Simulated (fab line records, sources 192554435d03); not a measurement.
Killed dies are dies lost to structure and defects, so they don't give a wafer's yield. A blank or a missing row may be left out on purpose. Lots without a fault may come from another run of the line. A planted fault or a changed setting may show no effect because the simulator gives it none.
Chamber matching | flow n5_finfet | N5_BEOL_M5_STRIP_36 on rie_diel-03: 4 sister chambers
The step strips in N2/H2. 4 wafers are shown with their chamber, then 8 later ones without.

WAFERS WITH THEIR CHAMBER
wafer  | chamber | throttle_valve_pct (%)
L085.3 | 0       | 24.2
L085.5 | 1       | 23.4
L093.6 | 3       | 23.6
L092.1 | 2       | 23.3

WAFERS WITHOUT THEIR CHAMBER
wafer  | throttle_valve_pct (%)
L092.2 | 23.4
L092.5 | 24.2
L094.2 | 23.7
L094.3 | 23.3
L094.6 | 23.6
L096.4 | 23.3
L096.5 | 24.2
L096.6 | 23.7

WHICH CHAMBER EACH WENT THROUGH
wafer  | from the rows above | in truth
L092.2 | 1                   | 1
L092.5 | 0                   | 0
L094.2 | 3                   | 3
L094.3 | 2                   | 2
L094.6 | 3                   | 3
L096.4 | 2                   | 2
L096.5 | 0                   | 0
L096.6 | 3                   | 3
Placed correctly: 8 of 8. Can't be placed from these rows: 0. Placed wrongly: 0.
How it was worked out, from the rows above alone: a wafer's distance from a chamber is the root of the sum, over the readings, of the square of ((its reading less the chamber's mean) divided by the reading's scatter). The wafer belongs to the nearest chamber; if the next one is less than 2 further off, it can't be placed. A chamber's mean is the mean of its shown wafers. The scatter: with one shown wafer a chamber, the root of the mean of the squares of how far each hidden wafer lies from its nearest shown one.
